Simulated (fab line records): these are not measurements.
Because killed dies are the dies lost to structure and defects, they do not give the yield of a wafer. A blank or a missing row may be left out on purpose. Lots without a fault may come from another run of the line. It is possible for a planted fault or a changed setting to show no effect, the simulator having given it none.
Chamber matching | flow n5-finfet | N5_BEOL_M4_VIA_ETCH_34 on rie-diel-04: 4 sister chambers
The step etches the open film in C4F6/O2, target depth 69.4 nm, time 65.9 s. 8 wafers are shown with their chamber, then 8 later ones without.

WAFERS WITH THEIR CHAMBER
wafer  | chamber | rf-vpp-V (V) | showerhead-plenum-p-Torr (Torr)
L079.3 | 1       | 669          | 2.88
L082.2 | 1       | 669          | 2.87
L082.3 | 3       | 674          | 2.89
L086.5 | 0       | 649          | 2.92
L088.3 | 3       | 673          | 2.89
L088.4 | 0       | 648          | 2.92
L088.6 | 2       | 686          | 2.70
L093.1 | 2       | 687          | 2.70

WAFERS MISSING THEIR CHAMBER
wafer  | rf-vpp-V (V) | showerhead-plenum-p-Torr (Torr)
L093.2 | 670          | 2.87
L093.5 | 684          | 2.70
L095.1 | 648          | 2.91
L095.3 | 686          | 2.69
L095.5 | 687          | 2.69
L097.2 | 648          | 2.91
L097.4 | 687          | 2.69
L097.6 | 685          | 2.69

EACH ONE'S CHAMBER
wafer  | from the rows above | in truth
L093.2 | 1                   | 1
L093.5 | 2                   | 2
L095.1 | 0                   | 0
L095.3 | 2                   | 2
L095.5 | 2                   | 2
L097.2 | 0                   | 0
L097.4 | 2                   | 2
L097.6 | 2                   | 2
Correct placement for 8 of the 8. Number that these rows cannot place: 0. Placed wrongly: 0.
How it was worked out, from the rows above alone: a wafer's distance from a chamber is the root of the sum, over the readings, of the square of ((its reading less the chamber's mean) divided by the reading's scatter). The wafer belongs to the nearest chamber; if the next one is less than 2 further off, it can't be placed. A chamber's mean is the mean of its shown wafers. The scatter: the root of (the sum of the squares of (reading less its chamber's mean) over the shown wafers, divided by (wafers less chambers)).
